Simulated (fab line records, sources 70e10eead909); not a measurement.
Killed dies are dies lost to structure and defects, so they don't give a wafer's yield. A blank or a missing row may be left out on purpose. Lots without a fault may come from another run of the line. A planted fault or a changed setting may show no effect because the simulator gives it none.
Which tool did it? | flow nand_harc | 13 lots, 38 wafers sampled, at 5 steps of a route of 1302

WHAT THE GAUGES READ, wafer by wafer
NHARC_A_BONDPAD_CD_MEAS_09: target cd 500 nm. Usual: cd_nm 499.9 nm, standard deviation 1.6.
lot  | measured     | on        | cd_nm (nm)        | flag
L846 | day 23 12:25 | cd_sem-02 | 499.2 500.1 495.2 |
L844 | day 23 14:01 | cd_sem-02 | 499.4 501.4 499.1 |
L849 | day 25 15:19 | cd_sem-03 | 499.4 500.2 500.6 |
L852 | day 25 21:22 | cd_sem-02 | 500.9 498.8 500.3 |
L851 | day 27 04:20 | cd_sem-02 | 498.0 496.2 499.8 |
L853 | day 27 06:06 | cd_sem-02 | 499.8 500.7 500.9 |
L855 | day 27 08:47 | cd_sem-03 | 501.3 499.8 498.9 |
L854 | day 27 12:46 | cd_sem-02 | 502.1 502.9 501.8 |
L856 | day 28 05:38 | cd_sem-02 | 499.3 501.0 500.1 |
L860 | day 29 05:23 | cd_sem-03 | 500.5 500.3 503.7 |
L861 | day 29 08:21 | cd_sem-01 | 501.0 498.0       |
L864 | day 31 09:12 | cd_sem-02 | 500.1 498.6 499.7 |
L867 | day 33 00:56 | cd_sem-03 | 496.8 500.0 500.1 |

NHARC_A_BONDPAD_OVL_MEAS_35. Usual: overlay_x_nm -1 nm, standard deviation 5; overlay_y_nm 1 nm, standard deviation 6.3.
lot  | measured     | on         | overlay_x_nm (nm) | overlay_y_nm (nm) | flag
L846 | day 23 12:30 | overlay-01 | -1 -1 0           | 1 1 1             |
L844 | day 23 14:06 | overlay-01 | -5 -5 -5          | -3 -2 -3          |
L849 | day 25 15:24 | overlay-01 | 0 0 0             | -8 -8 -8          |
L852 | day 25 21:27 | overlay-01 | -1 -1 -1          | -9 -9 -10         |
L851 | day 27 04:25 | overlay-01 | -3 -3 -3          | 8 7 7             |
L853 | day 27 06:11 | overlay-02 | 3 3 2             | -4 -4 -4          |
L855 | day 27 08:52 | overlay-02 | 7 7 7             | 7 6 7             |
L854 | day 27 12:51 | overlay-02 | 0 0 0             | -8 -8 -9          |
L856 | day 28 05:44 | overlay-01 | -1 -1 -1          | -2 -1 -2          |
L860 | day 29 05:29 | overlay-01 | -5 -5 -4          | -9 -9 -9          |
L861 | day 29 08:26 | overlay-02 | -5 -5             | -3 -3             |
L864 | day 31 09:17 | overlay-02 | -12 -13 -12       | -4 -4 -4          |
L867 | day 33 01:01 | overlay-01 | 2 1 1             | 2 2 3             |

NHARC_END_SORT_01. Usual: defect_limited_yield 91.2 %, standard deviation 2.6; killed_at_array 55, standard deviation 17; killed_at_other 1.1, standard deviation 1.6; killed_at_periphery 3.8, standard deviation 2.5; killed_dies 60, standard deviation 18; killed_open 3.3, standard deviation 1.9; killed_short 2.5, standard deviation 1.7.
lot  | measured     | on        | defect_limited_yield (%) | killed_at_array | killed_at_other | killed_at_periphery | killed_dies | killed_open | killed_short | flag
L856 | day 29 14:52 | prober-02 | 0 89.7 90.1              | 672 65 65       | 2 0 0           | 3 5 2               | 677 70 67   | 5 1 1       | 7 0 3        | OFF

WHICH TOOL RAN EACH LOT (tool, then ch and the chambers of the sampled wafers, then the start)
lot  | NHARC_A_BONDPAD_PVD_27       | NHARC_THIN_TSV_DESCUM_35
L846 | pvd_sputter-02, day 23 13:50 | rie_diel-04 ch 0,2,3, day 24 09:26
L844 | pvd_sputter-02, day 23 15:26 | rie_diel-03 ch 0,3, day 24 11:53
L849 | pvd_sputter-01, day 25 16:41 | rie_diel-03 ch 0,2, day 26 15:38
L852 | pvd_sputter-03, day 25 22:46 | rie_diel-03 ch 0,3, day 26 16:46
L851 | pvd_sputter-03, day 27 05:43 | rie_diel-03 ch 1,2,3, day 28 03:31
L853 | pvd_sputter-02, day 27 07:35 | rie_diel-04 ch 0,1,2, day 28 02:27
L855 | pvd_sputter-03, day 27 10:10 | rie_diel-03 ch 0,1,2, day 28 07:48
L854 | pvd_sputter-03, day 27 14:08 | rie_diel-01 ch 0,2, day 28 06:46
L856 | pvd_sputter-03, day 28 07:07 | rie_diel-01 ch 0,2, day 29 03:53
L860 | pvd_sputter-01, day 29 06:49 | rie_diel-03 ch 0,1,3, day 30 02:40
L861 | pvd_sputter-03, day 29 09:46 | rie_diel-01 ch 0, day 30 03:53
L864 | pvd_sputter-01, day 31 10:37 | rie_diel-04 ch 1,2,3, day 32 10:09
L867 | pvd_sputter-03, day 33 02:18 | rie_diel-01 ch 0,2, day 33 22:38
- NHARC_A_BONDPAD_PVD_27: deposits Cu, target thk 30 nm, time 20.49 s.
- NHARC_THIN_TSV_DESCUM_35: chemistry O2, time 3 s.

WHAT THE TOOLS THEMSELVES READ (means of the sampled wafers that have a number; where no wafer has one, the mark that the record gives instead)
NHARC_A_BONDPAD_PVD_27. Usual: throttle_valve_pct 29.5 %, standard deviation 0.81.
lot  | tool           | throttle_valve_pct (%) | flag
L846 | pvd_sputter-02 | 30.2                   |
L844 | pvd_sputter-02 | 29.5                   |
L849 | pvd_sputter-01 | 29.6                   |
L852 | pvd_sputter-03 | 29.5                   |
L851 | pvd_sputter-03 | 29.5                   |
L853 | pvd_sputter-02 | 29.3                   |
L855 | pvd_sputter-03 | 29.2                   |
L854 | pvd_sputter-03 | 28.8                   |
L856 | pvd_sputter-03 | 29.1                   |
L860 | pvd_sputter-01 | 29.1                   |
L861 | pvd_sputter-03 | 29.4                   |
L864 | pvd_sputter-01 | 29.8                   |
L867 | pvd_sputter-03 | 28.9                   |

NHARC_THIN_TSV_DESCUM_35. Usual: drypump_motor_current_A 5.7 A, standard deviation 0.48; oes_product_au 1.000 a.u., standard deviation 0.0099; rf_vpp_V 58.0 V, standard deviation 0.95; showerhead_plenum_p_Torr 1.96 Torr, standard deviation 0.093; throttle_valve_pct 11.311 %, standard deviation 0.0091.
lot  | tool        | drypump_motor_current_A (A) | oes_product_au (a.u.) | rf_vpp_V (V) | showerhead_plenum_p_Torr (Torr) | throttle_valve_pct (%) | flag
L846 | rie_diel-04 | 5.8                         | 0.992                 | 58.1         | 1.99                            | 11.309                 |
L844 | rie_diel-03 | 5.3                         | 0.994                 | 58.3         | 1.95                            | 11.303                 |
L849 | rie_diel-03 | 5.8                         | 0.995                 | 57.5         | 1.83                            | 11.314                 |
L852 | rie_diel-03 | 5.6                         | 0.989                 | 57.4         | 1.93                            | 11.310                 |
L851 | rie_diel-03 | 5.6                         | 0.996                 | 58.5         | 1.94                            | 11.311                 |
L853 | rie_diel-04 | 5.5                         | 1.002                 | 58.5         | 1.99                            | 11.312                 |
L855 | rie_diel-03 | 6.0                         | 1.004                 | 56.9         | 1.91                            | 11.310                 |
L854 | rie_diel-01 | 5.8                         | 1.000                 | 58.0         | 2.03                            | 11.318                 |
L856 | rie_diel-01 | 5.6                         | 1.011                 | 57.3         | 2.02                            | 11.318                 |
L860 | rie_diel-03 | 5.7                         | 0.998                 | 58.7         | 1.97                            | 11.306                 |
L861 | rie_diel-01 | 4.9                         | 1.009                 | 58.5         | 2.00                            | 11.313                 |
L864 | rie_diel-04 | 5.8                         | 1.004                 | 58.4         | 2.02                            | 11.315                 |
L867 | rie_diel-01 | 5.8                         | 1.017                 | 58.2         | 2.02                            | 11.307                 |

THE ANSWER, worked out from the rows above alone
Rule: a lot is off if the mean of its wafers that have a number lies more than 3 standard deviations from the usual mean. A lot without any number at a reading at which 4 lots or more have one is off too. The other lots that the step has rows for count as sound. The gauges are gone through in route order, then the tools' own readings, and for those a lot's mean is taken as printed above. The first step at which some lot is off is used, and at that step the reading that is off furthest; a lot without a number counts as furthest.
Off: L856, at NHARC_END_SORT_01 (killed_at_array). Neither off nor sound, because the step has no rows for them: L846, L844, L849, L852, L851, L853, L855, L854, L860, L861, L864, L867.
A tool fits if, at a process step before that reading, it ran every lot that is off, and no sound lot after the first of them. The gauges at NHARC_END_SORT_01 are tried like those tools. Can't be told from this: 3 tools fit, pvd_sputter-03 at NHARC_A_BONDPAD_PVD_27, rie_diel-01 at NHARC_THIN_TSV_DESCUM_35, prober-02 at NHARC_END_SORT_01.

WHAT THE SIMULATOR HAD PUT IN
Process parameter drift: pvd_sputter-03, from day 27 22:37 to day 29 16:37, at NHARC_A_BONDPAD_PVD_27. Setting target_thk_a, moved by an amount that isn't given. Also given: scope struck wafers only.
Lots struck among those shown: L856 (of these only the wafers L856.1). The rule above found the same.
